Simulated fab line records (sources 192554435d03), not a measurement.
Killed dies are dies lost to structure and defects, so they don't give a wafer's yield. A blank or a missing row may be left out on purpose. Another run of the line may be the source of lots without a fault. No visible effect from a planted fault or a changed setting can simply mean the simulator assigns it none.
fab line records	flow n5_finfet
record lots=24	wafers=72	last_day=19
route steps=1938 shown BEOL_M0@750 BEOL_M1@770 BEOL_M2@841
lots that met no fault: from a run of the same line without faults
start_h: the number of hours between the record's first day and the start of the first shown wafer of the lot	wait_h: hours elapsed since this lot's preceding step	" the same as in the row above	L1.1+2: several wafers, shown together as one row	- no value present, or no start provided	* or withheld: withheld	< > ~ a bound
route shown NAME@n: a module of which the file shows steps, and the number in the route of the first	usual: mean and standard deviation over wafers with no fault	same: alike in all rows	chamber/n: place in a boat	sites: each site's reading	_std_site: the standard deviation of these	_edge_site: outer sites' mean less inner sites'	radius_mm: for every site, how far away it sits from the centre of the wafer	mask NAME#n: copy n	behind: the most recent tool/chamber to have shaped the wafer	hold: why the lot was held/for how many hours/how that ended	device: transistor that didn't switch, given as n, p or np	end of line: tests of these same wafers at the route's end	a step with no rows: only its recipe	killed: count of dies lost to structure and defects at first sort (not the wafer's yield)	map: per-die view of a wafer (x killed, . not killed, _ where there is no die)
set.NAME: setting as actually run; set.NAME@STEP: the setting as run at that earlier step	model.NAME: the simulator's own value behind a step, which no gauge read
the route's steps for a sample of lots (tables are steps, rows are wafers)
services: when a tool's chamber went out of use (start_h, in hours from the record's first day, below 0 if earlier), for how many hours, and the reason
## steps
# step N5_BEOL_M0_INSPECT_127
# recipe inspect_instrument=darkfield	mode=post_dep
# usual raw_defect_count=71/27
lot.wafer	tool	chamber	start_h	wait_h	raw_defect_count
L074.2	defect_inspect-02	-	118.99	0.0	43
L074.3	"	-	"	"	30
L074.6	"	-	"	"	28
L076.2	defect_inspect-01	-	128.31	0.0	43
L076.5	"	-	"	"	45
L076.6	"	-	"	"	58
L075.1	defect_inspect-01	-	128.55	0.0	77
L075.2	"	-	"	"	103
L075.5	"	-	"	"	61
L077.1	defect_inspect-02	-	138.54	0.0	41
L077.5	"	-	"	"	76
L077.6	"	-	"	"	53
L078.1	defect_inspect-02	-	144.12	0.0	60
L078.3	"	-	"	"	78
L078.6	"	-	"	"	55
L079.3	defect_inspect-02	-	148.65	0.0	55
L079.4	"	-	"	"	48
L079.6	"	-	"	"	61
L080.3	defect_inspect-01	-	156.89	0.0	59
L080.4	"	-	"	"	49
L080.5	"	-	"	"	89
L081.2	defect_inspect-02	-	163.92	0.0	145
L081.4	"	-	"	"	79
L081.5	"	-	"	"	55
L082.1	defect_inspect-01	-	166.30	0.0	74
L082.2	"	-	"	"	102
L082.5	"	-	"	"	95
L083.3	defect_inspect-01	-	176.44	0.0	63
L083.5	"	-	"	"	34
L083.6	"	-	"	"	59
L084.2	defect_inspect-01	-	183.04	0.0	65
L084.4	"	-	"	"	53
L084.6	"	-	"	"	45
L085.3	defect_inspect-02	-	186.72	0.0	49
L085.4	"	-	"	"	64
L085.5	"	-	"	"	44
L087.1	defect_inspect-01	-	219.84	0.0	54
L087.2	"	-	"	"	127
L087.3	"	-	"	"	74
L086.3	defect_inspect-02	-	226.77	0.0	62
L086.4	"	-	"	"	58
L086.6	"	-	"	"	59
L089.1	defect_inspect-01	-	228.73	0.0	51
L089.2	"	-	"	"	42
L089.3	"	-	"	"	46
L088.1	defect_inspect-02	-	232.12	0.0	106
L088.4	"	-	"	"	80
L088.6	"	-	"	"	114
L090.3	defect_inspect-02	-	232.57	0.0	79
L090.4	"	-	"	"	94
L090.6	"	-	"	"	104
L093.1	defect_inspect-01	-	253.16	0.0	58
L093.5	"	-	"	"	55
L093.6	"	-	"	"	87
L091.2	defect_inspect-02	-	257.46	0.0	52
L091.4	"	-	"	"	81
L091.6	"	-	"	"	55
L094.2	defect_inspect-02	-	258.06	0.0	78
L094.3	"	-	"	"	96
L094.6	"	-	"	"	94
L095.2	defect_inspect-02	-	258.52	0.0	64
L095.3	"	-	"	"	92
L095.4	"	-	"	"	128
L092.4	defect_inspect-02	-	259.11	0.0	57
L092.5	"	-	"	"	47
L092.6	"	-	"	"	43
L096.1	defect_inspect-01	-	259.21	0.0	64
L096.3	"	-	"	"	61
L096.5	"	-	"	"	76
L097.1	defect_inspect-01	-	271.56	0.0	74
L097.2	"	-	"	"	124
L097.3	"	-	"	"	104
# step N5_BEOL_M1_ETCH_64
# recipe chemistry=N2/H2	target=SOC	target_depth_a=750	overetch_a=150	mask_material=SiARC	temp_c=40	time_s=112.5	ion_energy_ev=200	pressure_mtorr=30	source_w=840	bias_w=150	n2_flow_sccm=200	h2_flow_sccm=200
# usual drypump_motor_current_A=5.9/0.52	n2_flow_sccm=200.0/0.64	oes_product_au=0.64/0.067	rf_vpp_V=523.9/2.4	showerhead_plenum_p_Torr=2.54/0.083	throttle_valve_pct=17.7/0.31
lot.wafer	tool	chamber	start_h	wait_h	drypump_motor_current_A	n2_flow_sccm	oes_product_au	rf_hours_counter_h	rf_vpp_V	showerhead_plenum_p_Torr	throttle_valve_pct
L074.2	rie_diel-03	3	121.49	0.0	6.6	199.7	0.77	1	524.9	2.60	17.5
L074.3	"	1	"	"	6.0	200.2	0.60	154	525.9	2.65	18.2
L074.6	"	1	"	"	6.0	200.4	0.59	-	526.8	2.64	18.2
L076.2	rie_diel-03	0	129.82	0.0	4.9	201.3	0.63	121	525.4	2.55	17.5
L076.5	"	1	"	"	6.0	200.2	0.59	-	527.0	2.64	18.2
L076.6	"	0	"	"	4.9	201.2	0.63	-	524.1	2.55	17.5
L075.1	rie_diel-01	3	130.16	0.0	5.4	200.0	0.55	240	523.5	2.49	17.6
L075.2	"	2	"	"	5.7	200.3	0.71	23	525.0	2.62	17.7
L075.5	"	1	"	"	5.8	201.5	0.73	-	527.3	2.71	17.3
L077.1	rie_diel-02	1	139.83	0.0	5.2	200.0	0.57	205	520.6	2.42	18.1
L077.5	"	1	"	"	5.2	200.9	0.57	-	520.2	2.42	18.1
L077.6	"	0	"	"	5.6	199.9	0.76	-	523.6	2.49	17.5
L078.1	rie_diel-02	1	145.22	0.0	5.2	199.0	0.56	207	520.0	2.42	18.1
L078.3	"	0	"	"	5.6	200.5	0.75	6	521.0	2.49	17.5
L078.6	"	0	"	"	5.6	200.5	0.75	-	523.0	2.49	17.5
L079.3	rie_diel-03	1	152.44	0.0	6.1	200.1	0.59	160	525.9	2.64	18.2
L079.4	"	3	"	"	6.7	199.1	0.74	10	525.8	2.60	17.5
L079.6	"	0	"	"	4.9	199.4	0.63	-	523.4	2.55	17.5
L080.3	rie_diel-02	1	158.10	0.0	5.2	200.0	0.56	212	520.4	2.41	18.1
L080.4	"	1	"	"	5.2	199.5	0.56	-	520.1	2.41	18.1
L080.5	"	0	"	"	5.6	200.1	0.74	-	523.4	2.49	17.5
L081.2	rie_diel-03	0	166.51	0.0	4.9	200.5	0.63	132	524.7	2.54	17.5
L081.4	"	2	"	"	5.8	199.7	0.59	141	524.5	2.55	17.7
L081.5	"	0	"	"	4.9	200.7	0.63	-	523.7	2.54	17.5
L082.1	rie_diel-03	1	167.69	0.0	6.0	199.7	0.59	165	527.0	2.64	18.2
L082.2	"	3	"	"	6.6	200.7	0.72	15	524.7	2.60	17.5
L082.5	"	0	"	"	4.9	200.7	0.62	-	524.7	2.54	17.5
L083.3	rie_diel-03	0	177.35	0.0	4.9	200.0	0.63	136	524.8	2.54	17.5
L083.5	"	1	"	"	6.0	200.1	0.58	-	526.1	2.64	18.3
L083.6	"	0	"	"	4.9	199.9	0.62	-	523.7	2.54	17.5
L084.2	rie_diel-02	3	184.66	0.0	6.2	200.0	0.54	222	521.0	2.42	18.1
L084.4	"	2	"	"	6.4	199.8	0.77	3	522.6	2.49	17.7
L084.6	"	1	"	"	5.2	199.8	0.56	-	520.4	2.41	18.2
L085.3	rie_diel-01	0	189.89	0.0	6.5	198.8	0.64	107	524.0	2.56	17.6
L085.4	"	2	"	"	5.7	200.3	0.67	44	525.6	2.61	17.7
L085.5	"	0	"	"	6.5	199.0	0.64	-	524.1	2.56	17.6
L087.1	rie_diel-01	2	220.75	0.0	5.7	199.9	0.66	53	523.7	2.60	17.8
L087.2	"	0	"	"	6.4	199.5	0.64	116	524.7	2.56	17.6
L087.3	"	1	"	"	5.7	200.1	0.69	47	526.8	2.69	17.3
L086.3	rie_diel-01	2	228.57	0.0	5.7	200.4	0.65	56	523.9	2.60	17.8
L086.4	"	0	"	"	6.5	198.6	0.65	119	524.4	2.56	17.6
L086.6	"	3	"	"	5.4	199.2	0.74	-	521.3	2.48	17.2
L089.1	rie_diel-03	0	230.32	0.0	4.9	200.2	0.61	153	524.7	2.53	17.6
L089.2	"	1	"	"	6.0	198.7	0.57	185	527.1	2.63	18.3
L089.3	"	3	"	"	6.6	200.3	0.69	36	524.9	2.59	17.5
L088.1	rie_diel-01	3	233.38	0.0	5.4	200.1	0.73	12	521.9	2.48	17.2
L088.4	"	1	"	"	5.8	199.2	0.69	52	528.3	2.69	17.3
L088.6	"	0	"	"	6.4	199.5	0.64	-	524.2	2.55	17.6
L090.3	rie_diel-03	3	233.99	0.0	6.6	201.1	0.69	38	525.0	2.59	17.5
L090.4	"	2	"	"	5.8	200.0	0.58	158	523.9	2.55	17.7
L090.6	"	1	"	"	6.0	199.1	0.58	-	526.3	2.63	18.3
L093.1	rie_diel-03	3	254.04	0.0	6.6	200.3	0.68	46	524.6	2.58	17.5
L093.5	"	1	"	"	6.1	199.8	0.57	-	527.0	2.63	18.3
L093.6	"	0	"	"	4.9	199.7	0.60	-	523.3	2.53	17.6
L091.2	rie_diel-02	2	258.87	0.0	6.4	201.1	0.72	19	522.3	2.49	17.8
L091.4	"	2	"	"	6.5	200.6	0.73	-	522.1	2.49	17.8
L091.6	"	0	"	"	5.6	200.5	0.69	-	523.4	2.48	17.5
L094.2	rie_diel-02	0	259.62	0.0	5.6	200.7	0.69	35	521.9	2.48	17.6
L094.3	"	2	"	"	6.4	199.7	0.72	20	524.0	2.49	17.8
L094.6	"	2	"	"	6.4	199.9	0.73	-	522.0	2.49	17.7
L095.2	rie_diel-01	3	260.10	0.0	5.4	201.1	0.71	21	521.8	2.47	17.2
L095.3	"	0	"	"	6.5	199.7	0.63	130	523.5	2.55	17.6
L095.4	"	1	"	"	5.7	200.0	0.68	61	526.9	2.69	17.3
L092.4	rie_diel-01	1	260.32	0.0	5.8	199.6	0.68	62	528.0	2.69	17.4
L092.5	"	0	"	"	6.5	199.6	0.62	-	524.0	2.55	17.6
L092.6	"	1	"	"	5.8	199.9	0.67	-	527.1	2.69	17.4
L096.1	rie_diel-02	3	260.66	0.0	6.2	199.4	0.54	239	520.0	2.41	18.1
L096.3	"	0	"	"	5.6	199.6	0.69	36	522.9	2.48	17.6
L096.5	"	3	"	"	6.2	199.4	0.54	-	520.4	2.41	18.1
L097.1	rie_diel-02	2	273.14	0.0	6.4	199.2	0.71	25	523.1	2.48	17.8
L097.2	"	0	"	"	5.6	199.6	0.69	40	521.4	2.47	17.6
L097.3	"	1	"	"	5.2	200.2	0.55	239	518.9	2.40	18.2
# step N5_BEOL_M1_OVL_MEAS_29
# recipe points_per_wafer=522
# usual V0_OVL=0.0/0.64
lot.wafer	tool	chamber	start_h	wait_h	V0_OVL[nm]
L074.2	overlay-01	0	122.23	0.0	0.3
L074.3	"	0	"	"	-0.1
L074.6	"	0	"	"	0.0
L076.2	overlay-02	0	130.69	0.0	1.0
L076.5	"	0	"	"	1.3
L076.6	"	0	"	"	1.0
L075.1	overlay-01	0	131.02	0.0	-0.2
L075.2	"	0	"	"	0.3
L075.5	"	0	"	"	-0.8
L077.1	overlay-01	0	140.66	0.0	0.3
L077.5	"	0	"	"	0.6
L077.6	"	0	"	"	-1.2
L078.1	overlay-02	0	145.92	0.0	-0.1
L078.3	"	0	"	"	-0.1
L078.6	"	0	"	"	0.2
L079.3	overlay-02	0	153.16	0.0	-0.2
L079.4	"	0	"	"	0.1
L079.6	"	0	"	"	0.4
L080.3	overlay-01	0	158.81	0.0	-1.3
L080.4	"	0	"	"	-0.4
L080.5	"	0	"	"	-0.5
L081.2	overlay-02	0	167.21	0.0	0.4
L081.4	"	0	"	"	0.6
L081.5	"	0	"	"	1.0
L082.1	overlay-01	0	168.39	0.0	0.6
L082.2	"	0	"	"	0.0
L082.5	"	0	"	"	0.7
L083.3	overlay-02	0	178.07	0.0	-0.7
L083.5	"	0	"	"	-1.0
L083.6	"	0	"	"	-1.5
L084.2	overlay-02	0	185.52	0.0	0.1
L084.4	"	0	"	"	-0.5
L084.6	"	0	"	"	-0.1
L085.3	overlay-01	0	190.60	0.0	0.6
L085.4	"	0	"	"	0.5
L085.5	"	0	"	"	-0.1
L087.1	overlay-01	0	221.47	0.0	0.5
L087.2	"	0	"	"	-0.3
L087.3	"	0	"	"	0.1
L086.3	overlay-02	0	229.53	0.0	-0.8
L086.4	"	0	"	"	-1.5
L086.6	"	0	"	"	-1.0
L089.1	overlay-01	0	231.22	0.0	-0.6
L089.2	"	0	"	"	-0.6
L089.3	"	0	"	"	-0.6
L088.1	overlay-02	0	234.31	0.0	-0.2
L088.4	"	0	"	"	-0.2
L088.6	"	0	"	"	-0.6
L090.3	overlay-02	0	234.72	0.0	0.3
L090.4	"	0	"	"	0.6
L090.6	"	0	"	"	0.4
L093.1	overlay-01	0	254.79	0.0	0.7
L093.5	"	0	"	"	0.5
L093.6	"	0	"	"	0.9
L091.2	overlay-01	0	259.58	0.0	0.2
L091.4	"	0	"	"	0.2
L091.6	"	0	"	"	0.4
L094.2	overlay-01	0	260.53	0.0	-0.3
L094.3	"	0	"	"	-0.1
L094.6	"	0	"	"	0.8
L095.2	overlay-01	0	260.92	0.0	0.6
L095.3	"	0	"	"	0.5
L095.4	"	0	"	"	0.1
L092.4	overlay-01	0	261.37	0.0	-0.4
L092.5	"	0	"	"	-0.3
L092.6	"	0	"	"	1.0
L096.1	overlay-02	0	261.41	0.0	0.6
L096.3	"	0	"	"	-0.4
L096.5	"	0	"	"	-0.3
L097.1	overlay-02	0	273.85	0.0	-0.6
L097.2	"	0	"	"	-0.4
L097.3	"	0	"	"	-0.3
# step N5_BEOL_M1_ANNEAL_91
# recipe temp_c=400	time_s=240	ambient=vacuum
# usual heater_power_w=834/82
lot.wafer	tool	chamber	start_h	wait_h	heater_power_w
L074.2	pvd_sputter-01	-	131.35	0.0	860
L074.3	"	-	"	"	931
L074.6	"	-	"	"	867
L076.2	pvd_sputter-01	-	134.34	0.0	883
L076.5	"	-	"	"	850
L076.6	"	-	"	"	923
L075.1	pvd_sputter-02	-	139.42	0.0	801
L075.2	"	-	"	"	784
L075.5	"	-	"	"	833
L077.1	pvd_sputter-03	-	146.60	0.0	819
L077.5	"	-	"	"	819
L077.6	"	-	"	"	713
L078.1	pvd_sputter-02	-	149.63	0.0	929
L078.3	"	-	"	"	796
L078.6	"	-	"	"	795
L079.3	pvd_sputter-01	-	164.19	0.0	930
L079.4	"	-	"	"	872
L079.6	"	-	"	"	878
L080.3	pvd_sputter-02	-	173.85	0.0	908
L080.4	"	-	"	"	793
L080.5	"	-	"	"	821
L081.2	pvd_sputter-03	-	175.72	0.0	822
L081.4	"	-	"	"	738
L081.5	"	-	"	"	841
L082.1	pvd_sputter-02	-	177.29	0.0	765
L082.2	"	-	"	"	790
L082.5	"	-	"	"	915
L083.3	pvd_sputter-02	-	182.11	0.0	792
L083.5	"	-	"	"	823
L083.6	"	-	"	"	907
L085.3	pvd_sputter-03	-	195.21	0.0	745
L085.4	"	-	"	"	831
L085.5	"	-	"	"	738
L084.2	pvd_sputter-03	-	197.59	0.0	833
L084.4	"	-	"	"	941
L084.6	"	-	"	"	737
L087.1	pvd_sputter-01	-	226.96	0.0	848
L087.2	"	-	"	"	865
L087.3	"	-	"	"	935
L086.3	pvd_sputter-01	-	232.22	0.0	940
L086.4	"	-	"	"	845
L086.6	"	-	"	"	852
L089.1	pvd_sputter-01	-	234.70	0.0	949
L089.2	"	-	"	"	697
L089.3	"	-	"	"	865
L088.1	pvd_sputter-02	-	237.09	0.0	813
L088.4	"	-	"	"	788
L088.6	"	-	"	"	931
L090.3	pvd_sputter-01	-	238.05	0.0	854
L090.4	"	-	"	"	686
L090.6	"	-	"	"	879
L093.1	pvd_sputter-03	-	257.99	0.0	959
L093.5	"	-	"	"	739
L093.6	"	-	"	"	963
L091.2	pvd_sputter-01	-	262.79	0.0	869
L091.4	"	-	"	"	964
L091.6	"	-	"	"	952
L094.2	pvd_sputter-03	-	263.63	0.0	714
L094.3	"	-	"	"	834
L094.6	"	-	"	"	723
L095.2	pvd_sputter-01	-	265.01	0.0	693
L095.3	"	-	"	"	963
L095.4	"	-	"	"	849
L092.4	pvd_sputter-03	-	267.05	0.0	810
L092.5	"	-	"	"	744
L092.6	"	-	"	"	858
L096.1	pvd_sputter-01	-	267.39	0.0	922
L096.3	"	-	"	"	708
L096.5	"	-	"	"	690
L097.1	pvd_sputter-03	-	287.71	0.0	963
L097.2	"	-	"	"	828
L097.3	"	-	"	"	722
# step N5_BEOL_M1_SPUTTER_96
# recipe material=Cu	target_thk_a=45	temp_c=-20	chamber_pressure_pa=0.07	power_w=withheld	time_s=8.29
# usual throttle_valve_pct=30.5/1.1
lot.wafer	tool	chamber	start_h	wait_h	throttle_valve_pct
L074.2	pvd_sputter-01	-	131.93	0.1	29.9
L074.3	"	-	"	"	31.5
L074.6	"	-	"	"	29.9
L076.2	pvd_sputter-01	-	134.92	0.1	31.2
L076.5	"	-	"	"	30.3
L076.6	"	-	"	"	31.1
L075.1	pvd_sputter-02	-	140.00	0.1	29.0
L075.2	"	-	"	"	29.3
L075.5	"	-	"	"	29.0
L077.1	pvd_sputter-03	-	147.18	0.1	30.2
L077.5	"	-	"	"	30.3
L077.6	"	-	"	"	29.3
L078.1	pvd_sputter-02	-	150.21	0.1	29.6
L078.3	"	-	"	"	28.8
L078.6	"	-	"	"	29.4
L079.3	pvd_sputter-01	-	164.77	0.1	31.3
L079.4	"	-	"	"	31.1
L079.6	"	-	"	"	30.0
L080.3	pvd_sputter-02	-	174.43	0.1	29.4
L080.4	"	-	"	"	29.2
L080.5	"	-	"	"	28.7
L081.2	pvd_sputter-03	-	176.30	0.1	30.4
L081.4	"	-	"	"	29.5
L081.5	"	-	"	"	30.2
L082.1	pvd_sputter-02	-	177.87	0.1	29.5
L082.2	"	-	"	"	29.0
L082.5	"	-	"	"	29.3
L083.3	pvd_sputter-02	-	182.69	0.1	29.0
L083.5	"	-	"	"	28.8
L083.6	"	-	"	"	29.5
L085.3	pvd_sputter-03	-	195.79	0.1	30.9
L085.4	"	-	"	"	30.6
L085.5	"	-	"	"	30.9
L084.2	pvd_sputter-03	-	198.17	0.1	30.5
L084.4	"	-	"	"	32.6
L084.6	"	-	"	"	30.8
L087.1	pvd_sputter-01	-	227.54	0.1	30.0
L087.2	"	-	"	"	31.3
L087.3	"	-	"	"	31.2
L086.3	pvd_sputter-01	-	232.80	0.1	31.1
L086.4	"	-	"	"	30.1
L086.6	"	-	"	"	30.0
L089.1	pvd_sputter-01	-	235.28	0.1	31.3
L089.2	"	-	"	"	31.5
L089.3	"	-	"	"	31.1
L088.1	pvd_sputter-02	-	237.67	0.1	29.2
L088.4	"	-	"	"	29.3
L088.6	"	-	"	"	29.3
L090.3	pvd_sputter-01	-	238.63	0.1	30.0
L090.4	"	-	"	"	31.5
L090.6	"	-	"	"	31.2
L093.1	pvd_sputter-03	-	258.57	0.1	32.9
L093.5	"	-	"	"	30.9
L093.6	"	-	"	"	32.9
L091.2	pvd_sputter-01	-	263.37	0.1	31.1
L091.4	"	-	"	"	31.4
L091.6	"	-	"	"	31.1
L094.2	pvd_sputter-03	-	264.21	0.1	30.9
L094.3	"	-	"	"	30.6
L094.6	"	-	"	"	29.7
L095.2	pvd_sputter-01	-	265.59	0.1	31.2
L095.3	"	-	"	"	31.1
L095.4	"	-	"	"	31.0
L092.4	pvd_sputter-03	-	267.63	0.1	30.3
L092.5	"	-	"	"	29.5
L092.6	"	-	"	"	30.6
L096.1	pvd_sputter-01	-	267.97	0.1	31.4
L096.3	"	-	"	"	31.4
L096.5	"	-	"	"	31.2
L097.1	pvd_sputter-03	-	288.29	0.1	32.8
L097.2	"	-	"	"	30.5
L097.3	"	-	"	"	29.4
# step N5_BEOL_M2_ILD_DEP_00
# recipe material=SiOC	target_thk_a=790	temp_c=350	precursor=DEMS/O2	pressure_torr=5	rf_w=500	time_s=15.3
# usual heater_power_outer_w=265/57	heater_power_w=505/83	showerhead_plenum_p_Torr=5.698/0.017	throttle_valve_pct=12.1/0.59
lot.wafer	tool	chamber	start_h	wait_h	heater_power_outer_w	heater_power_w	showerhead_plenum_p_Torr	throttle_valve_pct
L074.2	pecvd-03	2	133.04	0.0	230	417	5.698	12.3
L074.3	"	1	"	"	203	448	5.698	11.5
L074.6	"	2	"	"	242	412	5.718	12.1
L076.2	pecvd-03	0	136.03	0.0	133	332	5.690	11.7
L076.5	"	2	"	"	286	483	5.713	12.1
L076.6	"	0	"	"	139	326	5.696	11.5
L075.1	pecvd-04	1	143.08	0.0	332	596	5.724	12.5
L075.2	"	0	"	"	298	557	5.669	13.3
L075.5	"	0	"	"	298	562	5.675	13.2
L077.1	pecvd-03	2	148.44	0.0	292	509	5.701	12.1
L077.5	"	2	"	"	303	480	5.704	11.9
L077.6	"	0	"	"	175	379	5.706	11.6
L078.1	pecvd-04	0	151.32	0.0	370	645	5.667	13.3
L078.3	"	2	"	"	257	489	5.710	11.7
L078.6	"	2	"	"	260	504	5.705	11.9
L079.3	pecvd-01	1	165.89	0.0	294	546	5.705	12.2
L079.4	"	1	"	"	291	563	5.712	11.9
L079.6	"	2	"	"	237	446	5.711	11.7
L080.3	pecvd-04	0	175.54	0.0	373	662	5.676	13.2
L080.4	"	1	"	"	317	595	5.698	12.3
L080.5	"	0	"	"	369	662	5.671	13.2
L081.2	pecvd-03	0	177.45	0.0	191	410	5.694	12.1
L081.4	"	2	"	"	261	436	5.717	12.0
L081.5	"	0	"	"	194	409	5.683	11.8
L082.1	pecvd-01	2	178.98	0.0	207	397	5.716	11.7
L082.2	"	0	"	"	318	562	5.669	12.3
L082.5	"	0	"	"	318	578	5.679	12.1
L083.3	pecvd-03	0	183.80	0.0	192	403	5.695	11.8
L083.5	"	1	"	"	286	543	5.694	11.6
L083.6	"	0	"	"	196	417	5.690	11.5
L085.3	pecvd-01	1	197.01	0.0	299	555	5.701	12.2
L085.4	"	0	"	"	250	482	5.695	12.2
L085.5	"	1	"	"	294	573	5.700	12.0
L084.2	pecvd-04	2	199.30	0.0	266	523	5.701	11.7
L084.4	"	0	"	"	337	627	5.662	13.3
L084.6	"	1	"	"	317	586	5.723	12.3
L087.1	pecvd-04	0	228.76	0.0	282	567	5.674	13.3
L087.2	"	2	"	"	281	539	5.693	11.8
L087.3	"	1	"	"	307	574	5.710	12.7
L086.3	pecvd-03	1	233.93	0.1	283	550	5.687	12.0
L086.4	"	0	"	"	181	380	5.709	11.5
L086.6	"	0	"	"	179	384	5.688	11.6
L089.1	pecvd-03	0	236.59	0.0	162	371	5.690	11.5
L089.2	"	1	"	"	217	463	5.693	11.7
L089.3	"	0	"	"	160	357	5.700	11.5
L088.1	pecvd-04	1	238.79	0.0	330	586	5.707	12.7
L088.4	"	1	"	"	322	601	5.701	12.5
L088.6	"	0	"	"	324	567	5.665	13.2
L090.3	pecvd-03	0	239.79	0.1	194	413	5.714	11.8
L090.4	"	1	"	"	202	438	5.699	11.7
L090.6	"	0	"	"	193	407	5.682	11.6
L093.1	pecvd-03	2	259.69	0.0	226	406	5.718	11.1
L093.5	"	2	"	"	225	400	5.697	11.0
L093.6	"	0	"	"	173	377	5.699	11.7
L091.2	pecvd-04	2	264.48	0.0	268	509	5.700	11.5
L091.4	"	2	"	"	272	518	5.726	11.7
L091.6	"	1	"	"	299	554	5.719	12.9
L094.2	pecvd-01	2	265.32	0.0	182	386	5.706	11.9
L094.3	"	0	"	"	324	586	5.677	12.3
L094.6	"	0	"	"	329	580	5.677	12.3
L095.2	pecvd-04	2	267.29	0.0	319	573	5.722	11.8
L095.3	"	1	"	"	327	589	5.708	12.8
L095.4	"	2	"	"	235	463	5.699	11.6
L092.4	pecvd-04	2	268.76	0.1	285	545	5.692	11.6
L092.5	"	0	"	"	336	629	5.668	13.3
L092.6	"	1	"	"	338	586	5.709	12.4
L096.1	pecvd-03	1	269.28	0.0	275	554	5.690	11.5
L096.3	"	2	"	"	251	437	5.696	10.9
L096.5	"	1	"	"	277	561	5.698	11.5
L097.1	pecvd-01	1	289.40	0.0	305	562	5.695	11.8
L097.2	"	2	"	"	229	439	5.716	12.1
L097.3	"	0	"	"	258	480	5.660	12.0
## services
tool	chamber	start_h	hours	kind
rie_diel-02	0	105.21	-	clean
rie_diel-02	0	105.21	-	consumable_replace:focus_ring
rie_diel-02	0	105.21	21.7	scheduled_down
rie_diel-02	0	105.21	21.7	vent_cycle
rie_diel-03	3	108.72	-	clean
rie_diel-03	3	108.72	-	consumable_replace:focus_ring
pecvd-03	0	125.38	3.8	repair
rie_diel-02	2	152.47	-	clean
pecvd-04	0	158.87	5.5	scheduled_down
pecvd-03	-	168.63	2.8	repair
rie_diel-03	2	170.50	10.6	repair
rie_diel-02	-	186.52	0.8	repair
pvd_sputter-02	-	189.66	6.6	repair
rie_diel-01	3	216.72	5.4	repair
pecvd-04	2	221.37	2.1	scheduled_down
pecvd-03	2	222.84	7.1	repair
rie_diel-02	-	226.79	14.6	pm
pecvd-03	2	229.98	-	clean
pecvd-03	2	229.98	-	consumable_replace:showerhead
pecvd-03	2	229.98	29.0	scheduled_down
pecvd-03	2	229.98	29.0	vent_cycle
pecvd-01	1	231.76	22.7	repair
rie_diel-02	0	275.91	6.9	repair
rie_diel-01	2	285.53	14.8	repair
## key
fault none
